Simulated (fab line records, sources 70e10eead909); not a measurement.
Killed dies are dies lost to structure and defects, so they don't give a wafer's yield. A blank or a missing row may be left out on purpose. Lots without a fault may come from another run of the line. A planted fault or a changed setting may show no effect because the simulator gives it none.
Tool commonality check | flow nand_harc | 12 lots, 36 wafers sampled

WHY IT WAS OPENED
At NHARC_A_ONON_D1_THK_MEAS_08 the reading thk_nm is flagged on 2 of 12 lots. Wafers without a fault read 1002 nm, standard deviation 9.6.
Rule: a lot is flagged when every wafer of it that has a number lies more than 4 standard deviations from that mean, or none has a number. The other lots count as sound.

lot  | measured     | on            | thk_nm (nm), wafer by wafer | flag
L860 | day 8 00:35  | film_metro-02 | 1004 1004 1006              |
L861 | day 8 03:34  | film_metro-02 | 1019 1020 1021              |
L862 | day 8 11:05  | film_metro-01 | 969 970 969                 |
L867 | day 10 10:39 | film_metro-01 | 998 1001 999                |
L868 | day 11 05:58 | film_metro-02 | 1002 1000 1000              |
L869 | day 11 15:31 | film_metro-02 | 1015 1015 1015              |
L870 | day 12 08:36 | film_metro-02 | 992 990 991                 |
L871 | day 12 18:31 | film_metro-02 | 1002 1002 1003              |
L878 | day 15 05:49 | film_metro-01 | 1564 1564 1563              | FLAGGED
L879 | day 15 18:21 | film_metro-01 | 1548 1547 1548              | FLAGGED
L880 | day 16 03:52 | film_metro-02 | 999 1000 1000               |
L883 | day 17 09:28 | film_metro-02 | 992 992 992                 |
The numbers of the flagged lots are 1556 nm on average: +554 nm against the usual, or +58 standard deviations.

WHICH TOOL RAN EACH LOT
The record holds 2 process steps before the reading, out of a route of 1302 steps. In each cell: the tool, then ch and the chambers that the sampled wafers went through, then the start.
lot  | flag    | NHARC_A_ZERO_WELL_RTA_16         | NHARC_A_ONON_D1_DEP_06
L860 |         | rtp_anneal-01 ch 0, day 6 16:19  | pecvd_onon-04 ch 0, day 8 00:04
L861 |         | rtp_anneal-02 ch 0, day 7 06:19  | pecvd_onon-04 ch 0, day 8 03:03
L862 |         | rtp_anneal-02 ch 0, day 7 12:10  | pecvd_onon-01 ch 0, day 8 10:34
L867 |         | rtp_anneal-02 ch 0, day 9 15:24  | pecvd_onon-03 ch 0, day 10 10:09
L868 |         | rtp_anneal-01 ch 0, day 10 08:13 | pecvd_onon-01 ch 0, day 11 05:31
L869 |         | rtp_anneal-02 ch 0, day 10 16:42 | pecvd_onon-01 ch 0, day 11 15:01
L870 |         | rtp_anneal-02 ch 0, day 11 11:16 | pecvd_onon-04 ch 0, day 12 08:08
L871 |         | rtp_anneal-02 ch 0, day 11 18:23 | pecvd_onon-03 ch 0, day 12 18:08
L878 | FLAGGED | rtp_anneal-01 ch 0, day 14 07:19 | pecvd_onon-04 ch 0, day 15 05:18
L879 | FLAGGED | rtp_anneal-01 ch 0, day 14 20:31 | pecvd_onon-04 ch 0, day 15 17:50
L880 |         | rtp_anneal-02 ch 0, day 15 05:27 | pecvd_onon-03 ch 0, day 16 03:25
L883 |         | rtp_anneal-02 ch 0, day 16 12:01 | pecvd_onon-01 ch 0, day 17 08:57
What these steps do:
- NHARC_A_ZERO_WELL_RTA_16: time 10 s.
- NHARC_A_ONON_D1_DEP_06: target thk 1000 nm.
- NHARC_A_ONON_D1_THK_MEAS_08: measures by ellipsometry.

FLAGGED OVER TOTAL, TOOL BY TOOL (the gauges that took the reading come last)
step                        | tool          | lots run | flagged | share of the flagged lots | sound lots run after its first flagged lot
NHARC_A_ZERO_WELL_RTA_16    | rtp_anneal-01 | 4        | 2       | all                       | 0
NHARC_A_ZERO_WELL_RTA_16    | rtp_anneal-02 | 8        | 0       | none                      | -
NHARC_A_ONON_D1_DEP_06      | pecvd_onon-01 | 4        | 0       | none                      | -
NHARC_A_ONON_D1_DEP_06      | pecvd_onon-03 | 3        | 0       | none                      | -
NHARC_A_ONON_D1_DEP_06      | pecvd_onon-04 | 5        | 2       | all                       | 0
NHARC_A_ONON_D1_THK_MEAS_08 | film_metro-01 | 4        | 2       | all                       | 0
NHARC_A_ONON_D1_THK_MEAS_08 | film_metro-02 | 8        | 0       | none                      | -

WHAT THE TABLE ALLOWS
3 rows of the table ran every flagged lot: rtp_anneal-01 at NHARC_A_ZERO_WELL_RTA_16, pecvd_onon-04 at NHARC_A_ONON_D1_DEP_06, film_metro-01 at NHARC_A_ONON_D1_THK_MEAS_08.
- rtp_anneal-01 at NHARC_A_ZERO_WELL_RTA_16: 2 of its 4 lots flagged. Its last sound lot is L868 (day 10 08:13), its first flagged lot L878 (day 14 07:19): a fault that began between those two fits.
- pecvd_onon-04 at NHARC_A_ONON_D1_DEP_06: 2 of its 5 lots flagged. Its last sound lot is L870 (day 12 08:08), its first flagged lot L878 (day 15 05:18): a fault that began between those two fits.
- film_metro-01 at NHARC_A_ONON_D1_THK_MEAS_08: 2 of its 4 lots flagged. Its last sound lot is L867 (day 10 10:39), its first flagged lot L878 (day 15 05:49): a fault that began between those two fits.
Counting lots can't tell these 3 tools apart, because each fits a fault that began at some hour. More lots, or a look at what each step does to the wafer, might.

WHAT THE SIMULATOR HAD PUT IN
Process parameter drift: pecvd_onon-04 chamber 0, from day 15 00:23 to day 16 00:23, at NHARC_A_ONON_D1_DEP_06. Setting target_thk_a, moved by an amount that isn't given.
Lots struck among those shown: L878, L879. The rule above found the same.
